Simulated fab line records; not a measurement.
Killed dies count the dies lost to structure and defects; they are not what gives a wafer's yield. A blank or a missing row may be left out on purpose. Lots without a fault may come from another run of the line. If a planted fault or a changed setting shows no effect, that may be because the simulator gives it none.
fab line records ; flow n5-finfet
[record] lots = 4; wafers = 12; last-day = 17
route steps=1938 shown BEOL_M12@1627 BEOL_M13@1659 PASSIVATION@1936
lots that met no fault: taken from a fault-free run of the same line
start-h: hours from the record's opening day to when the first of the lot's shown wafers began ; wait-h: hours elapsed since this lot's preceding step ; " repeats the value in the row above ; L1.1+2: one row covering several wafers at once ; - no value, or no start given ; * or withheld: withheld ; < > ~ a bound
route shown NAME@n: names a module that has steps shown in the file, with the first one's number in the route ; usual: mean/standard deviation of fault-free wafers ; same: alike in all rows ; chamber/n: place in a boat ; sites: each site's reading ; _std_site: how widely they spread, as a standard deviation ; _edge_site: the outer-site mean with the inner-site mean subtracted ; radius-mm: how far each site lies from the wafer's centre ; mask NAME#n: copy n ; behind: the tool/chamber that last shaped the wafer ; hold: why the lot was held/for how many hours/how that ended ; device: which transistor (n, p or np) failed to switch ; end of line: at the end of the route, the tests of the same wafers ; step lacking rows: just its recipe ; killed: the dies lost at the first sort to structure and to defects; this is not the yield of the wafer ; map: a wafer's dies, marking killed ones x, the rest . and places with no die _
set.NAME: the setting the step ran with; set.NAME@STEP: the setting that earlier step ran with ; model.NAME: the simulator's own value behind a step, which no gauge read
lots seen at some steps along the route; tables by step, rows by wafer
services: a tool's chamber out of use, with start hour (start-h, from the record's first day; less than 0 if before it), hours out, and reason
[[steps]]
[step N5_BEOL_M12_SOFTBAKE_23]
[recipe] temp-c = 130; time-s = 60
[step N5_BEOL_M12_EXPOSE_25]
[recipe] mask-id = M12; na = 0.93; source-shape = conventional; sigma-outer = 0.4; polarization = unpolarized; dose-mj = 21.8
[step N5_BEOL_M12_PEB_26]
[recipe] peb-temp-c = 130; peb-time-s = 90
[step N5_BEOL_M12_DEVELOP_27]
[recipe] develop-time-s = 45; rinse-liquid = diw; dry = air-spin; dev-temp-c = 21
[step N5_BEOL_M12_HARDBAKE_32]
[recipe] temp-c = 130; time-s = 120
[step N5_BEOL_M12_DESCUM_33]
[recipe] chemistry = O2; time-s = 7.9; source-power-w = 50; bias-power-w = 20; pressure-mtorr = 20; rf-frequency-hz = 2.712e+07; temp-c = 40; o2-flow-sccm = 225
[step N5_BEOL_M12_ETCH_67]
[recipe] chemistry = CF4; target = SiARC; target-depth-a = 1430; time-s = 238.3; ion-energy-ev = 80; pressure-mtorr = 40; source-w = 545; bias-w = 36; Ar_flow_sccm = 100; cf4-flow-sccm = 100; ends = cleared
[step N5_BEOL_M12_ETCH_68]
[recipe] chemistry = N2/H2; target = SOC; mask-material = SiARC; source-w = 3000; bias-w = 350; temp-c = 40; time-s = 285; ion-energy-ev = 200; pressure-mtorr = 30; n2-flow-sccm = 200; h2-flow-sccm = 200
[step N5_BEOL_M12_STRIP_69]
[recipe] chemistry = N2/H2; temp-c = 40; n2-flow-sccm = 200; h2-flow-sccm = 200; rf-frequency-hz = 6e+07
[step N5_BEOL_M12_TRENCH_ETCH_34]
[recipe] chemistry = C4F8/O2/Ar; target = SiOC; target-depth-a = 3189.5; mask-material = SOC; pressure-mtorr = 30; source-w = 3000; bias-w = 700; Ar_flow_sccm = 400; C4F8_flow_sccm = 15; O2_flow_sccm = 8; he-inner-torr = 15; he-outer-torr = 30; time-s = 125.5; ion-energy-ev = 250
[usual] drypump-motor-current-A = 5.7/0.52; oes-product-au = 0.81/0.063; rf-vpp-V = 666/3.4; showerhead-plenum-p-Torr = 3.42/0.13; throttle-valve-pct = 24.14/0.14
lot.wafer;tool;chamber;start-h;wait-h;drypump-motor-current-A;oes-product-au;rf-hours-counter-h;rf-vpp-V;showerhead-plenum-p-Torr;throttle-valve-pct
L828.2;rie-diel-01;3;261.31;0.0;5.7;0.80;72;663;3.31;24.19
L828.3;rie-diel-01;2;261.31;0.0;6.3;0.87;30;663;3.33;23.99
L828.4;rie-diel-01;2;261.31;0.0;6.4;0.88;-;666;3.33;23.99
L827.1;rie-diel-01;2;261.80;0.0;6.4;0.87;30;664;3.33;24.00
L827.4;rie-diel-01;1;261.80;0.0;5.3;0.66;-;665;3.36;24.28
L827.6;rie-diel-01;3;261.80;0.0;5.8;0.80;-;663;3.31;24.18
L840.2;rie-diel-02;1;341.85;0.0;5.6;0.76;122;666;3.41;23.87
L840.4;rie-diel-02;0;341.85;0.0;5.8;0.77;-;666;3.45;24.06
L840.5;rie-diel-02;1;341.85;0.0;5.6;0.77;-;666;3.41;23.87
L843.2;rie-diel-02;0;364.73;0.0;5.8;0.76;122;665;3.45;24.05
L843.3;rie-diel-02;1;364.73;0.0;5.6;0.77;131;665;3.40;23.91
L843.6;rie-diel-02;3;364.73;0.0;4.8;0.74;-;662;3.27;24.30
[step N5_BEOL_M12_STRIP_70]
[recipe] chemistry = C4F8/O2/Ar; resist = SiARC; rf-frequency-hz = 6e+07
[step N5_BEOL_M12_STRIP_37]
[recipe] chemistry = N2/H2; power-w = 1000; temp-c = 250; h2-frac = 0.65; overash-fraction = 0.3; pressure-mtorr = withheld; n2-flow-sccm = 1750; h2-flow-sccm = 3250
[step N5_BEOL_M12_ETCH_38]
[recipe] chemistry = CF4/N2; target = SiCN; target-depth-a = 687; taper-deg = 2; time-s = 73.4; ion-energy-ev = 150; mask-material = SiO2; pressure-mtorr = 40; source-w = 430; bias-w = 70; Ar_flow_sccm = 100; cf4-flow-sccm = 60; n2-flow-sccm = 60
[step N5_BEOL_M12_PRECLEAN_39]
[recipe] chemistry = residue-remover; time-s = 60; temp-c = 40
[step N5_BEOL_M12_SRD_40]
[recipe] time-s = 30; temp-c = 23; rinse-liquid = diw; dry = n2-spin; spin-rpm = 1500; dry-time-s = 30
[step N5_BEOL_M12_DEGAS_41]
[recipe] ambient = vacuum; temp-c = 250; time-s = 60
[step N5_BEOL_M12_PRE_CLEAN_42]
[recipe] gas = H2/He; time-s = 30; temp-c = 250
[step N5_BEOL_M12_SPUTTER_43]
[recipe] material = TaN; target-thk-a = 150; temp-c = 50; bias-v = 168.6; power-w = 15000; chamber-pressure-pa = 0.12; time-s = 24.19
[step N5_BEOL_M12_SPUTTER_44]
[recipe] material = Ta; target-thk-a = 100; temp-c = 50; bias-v = 80; power-w = 15000; chamber-pressure-pa = 0.07; time-s = 16.13
[step N5_BEOL_M12_SPUTTER_45]
[recipe] material = Cu; target-thk-a = 800; temp-c = -20; bias-v = 60; power-w = 26000; chamber-pressure-pa = 0.13; time-s = 13.33
[step N5_BEOL_M12_ECD_47]
[recipe] material = Cu; target-thk-a = 7200
[step N5_BEOL_M12_ANNEAL_48]
[recipe] temp-c = 225; time-s = 90; ambient = N2
[step N5_BEOL_M12_CMP_49]
[recipe] stop-on = SiOC; t-overpolish-s = 20.6; down-force-psi = 1; platen-rpm = 50; clearing-platen-down-force-psi = 1.5; clearing-platen-rpm = 50; post-cmp-clean = cu-alkaline; target-thk-nm = 320; clearing-platen-pad-velocity-m-s = 0.99484; pad-velocity-m-s = 0.99484
[step N5_BEOL_M12_PRE_CLEAN_52]
[recipe] gas = NH3; time-s = 15; temp-c = withheld; rf-power-w = 300
[step N5_BEOL_M12_DEP_53]
[recipe] material = SiCN; target-thk-a = 300; temp-c = withheld; precursor = 3MS/NH3; pressure-torr = 3; rf-w = 675; time-s = 10.5
[step N5_BEOL_M13_ILD_DEP_00]
[recipe] material = SiOC; target-thk-a = 8379.2; temp-c = 350; precursor = DEMS/O2; pressure-torr = 5; rf-w = 500; time-s = 166.4
[step N5_BEOL_M13_COAT_58]
[recipe] resist = BARC; temp-c = 205; time-s = 60; spin-rpm = 1500; resist-thk-nm = 89
[step N5_BEOL_M13_COAT_04]
[recipe] spin-rpm = 1625; resist-thk-nm = 400
[step N5_BEOL_M13_EBR_06]
[recipe] solvent = PGMEA; ebr-width-mm = 1.5
[step N5_BEOL_M13_SOFTBAKE_05]
[recipe] temp-c = 130; time-s = 60
[step N5_BEOL_M13_EXPOSE_07]
[recipe] mask-id = V12; na = 0.93; source-shape = conventional; sigma-outer = 0.6; polarization = unpolarized; attpsm-phase-deg = 180; dose-mj = 24.8
[step N5_BEOL_M13_PEB_08]
[recipe] peb-temp-c = 130; peb-time-s = 90
[step N5_BEOL_M13_DEVELOP_09]
[recipe] develop-time-s = 45; rinse-liquid = diw; dry = air-spin; dev-temp-c = 21
[step N5_BEOL_M13_HARDBAKE_14]
[recipe] temp-c = 130; time-s = 120
[step N5_PASSIVATION_PROBE_49]
[usual] defect-limited-yield = 91.5/1.6; killed_at_M0_to_M3 = 33/10; killed_at_M4_up = 13/5.6; killed-at-contacts = 13/6; killed-at-front-end = 39/12; killed-at-other = 3.0/2.8; killed-dies = 101/19; killed-open = 65/13; killed-short = 32/8.3; sort_bin_5_function = 5.0/1; sort_bin_6_memory = 3.1/0.69; sort-n-pass = 1079/19; sort-yield-pct = 91.5/1.6
[same] gross-dies = 1180; killed-at-back-side = 0; sort_bin_4_leakage[%] = 0; sort_bin_8_speed[%] = 0
lot.wafer;tool;chamber;start-h;wait-h;defect-limited-yield[%];killed_at_M0_to_M3;killed_at_M4_up;killed-at-contacts;killed-at-front-end;killed-at-other;killed-dies;killed-open;killed-short;sort_bin_5_function[%];sort_bin_6_memory[%];sort-n-pass;sort-yield-pct[%]
L827.6;prober-01;-;308.55;0.3;82.8;33;131;9;27;3;203;65;27;10.9;4.4;977;82.8
L828.2;prober-01;-;311.50;0.1;82.4;23;124;7;51;3;208;44;42;11.1;4.2;972;82.4
// killed by level:class
L827.6 BEOL_M12:unspecified=110 MOL_CONTACT_COAG:geometric-particle:open=9 FIN_SAQP:geometric-particle:open=8 BEOL_M2:geometric-particle:open=8 BEOL_M4:geometric-particle:open=7 FIN_SAQP:geometric-particle:short=6 BEOL_M1:geometric-particle:open=6 BEOL_M3:geometric-particle:open=5
L828.2 BEOL_M12:unspecified=116 GATE_CUT:geometric-particle:short=14 FIN_SAQP:geometric-particle:open=10 STI_FIN_REVEAL:geometric-particle:open=9 FIN_SAQP:geometric-particle:short=7 MOL_CONTACT_COAG:geometric-particle:open=5 BEOL_M3:geometric-particle:open=5 BEOL_M3:geometric-particle:short=4
// map L827.6 (x killed, . not)
_________________.......x....________________
______________x.......x........._____________
___________x..............x.....x..__________
__________...........x.............._________
________....x...x...x.........x..x.x.x_______
_______......x...x........x............______
______.x................................_____
_____.....x...x.....x.....x........x....x____
____...x.........x.............x..........___
___.........x.......................x......__
___......x.........x..........xx...........__
__x........................................._
__...........................x.x.....xx....._
_.x.........x.x...x................xxx.xx.xx.
_.x.xx............x........x.x.x....xxxxxx.xx
_.........x.x....x............x..xxxxxxxxxxx.
_...xx...........................x.xxxxxxxxx.
_.........x.....x..x...x....x.xxxxxxxxxxxxxxx
_.....x..........x..............xxxxxxxxxxxxx
_.............................x..xxxxxxxxxxxx
_...............................xxxxxxxxxxxxx
__....xx............x.....x...x..x.xxxxxxxx._
__..x....x...............x........x...x.xxxx_
___........................x.......x....x.x__
___......x..xx......x....x.......x........x__
____................................x.....___
_____.x..x............x.x................____
______........................x......x.._____
_______x.....................x.........______
________......x......................._______
__________....x....x.....x....x....._________
___________.x......................__________
______________..x..............._____________
_________________.x..........________________
// map L828.2 (x killed, . not)
_________________.......xx...________________
______________xx...............x_____________
___________.xx......x..............__________
__________....x.x......x...........x_________
________.x.....x.........x.........x.._______
_______...........................x....______
______.........................x........_____
_____...........x........................____
____............x.x.....x......x..........___
___........................x.....x.......xx__
___..............x..............x.....x.x..__
__.....................x...........x.x...x.x_
__...................xx...x..........x..xxx._
_....xx.x........x................xxxx.xxx.x.
_...............x.x.x.........x.xx.xxxxxxxx..
_..xx..................x........x.xxxxxxxxxxx
_.x...................x........xx.xxxxxxxxxxx
_....x......................x.x.xxxxxxxxxxxxx
_............x...................xxxxxxxxxxxx
_.x...x........x................xxxxxxxxxxxx.
_.x.......x....x......x.......xx.xxxxxxxxxxxx
__...........x........x.........xxxxxxxxxxx._
__............................x..x.xxxxxxx.._
___.............................x...x.x..x.__
___.......................x.x........x..x..__
____.....x..........xx...........x........___
_____.............................x......____
______....x.............x...x......x...._____
_______..x................x..x.........______
________.............x.............x.._______
__________.......x.........x........_________
___________......................x.__________
______________.................._____________
_________________............________________
[[services]]
tool;chamber;start-h;hours;kind
rie-diel-01;0;239.19;-;clean
rie-diel-01;0;239.19;-;consumable-replace:focus-ring
rie-diel-01;0;239.19;-;consumable-replace:showerhead
rie-diel-01;0;239.19;32.1;scheduled-down
rie-diel-01;0;239.19;32.1;vent-cycle
rie-diel-02;1;259.35;18.6;repair
rie-diel-01;1;271.35;-;clean
rie-diel-01;1;271.35;-;consumable-replace:focus-ring
rie-diel-01;1;271.35;14.4;scheduled-down
rie-diel-01;1;271.35;14.4;vent-cycle
rie-diel-02;3;329.31;13.5;repair
[[key]]
[first-sign] step = N5_PASSIVATION_PROBE_49; reading = killed_at_M4_up; direction = up; sigmas = 21; usual = 13; struck = 128
[effect] step = N5_PASSIVATION_PROBE_49; reading = defect-limited-yield; direction = down; sigmas = 5.5; usual = 91.5; struck = 82.6
[more-kills-born-at] N5_BEOL_M12_TRENCH_ETCH_34@rie-diel-01 = 226
met-at N5_BEOL_M12_TRENCH_ETCH_34
struck-wafers L827.6,L828.2
[fault] kind = chamber-particle-source; tool = rie-diel-01; chamber = 3; onset-h = 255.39; steps = N5_BEOL_M12_TRENCH_ETCH_34; rate-per-visit-cm2 = 0.81499
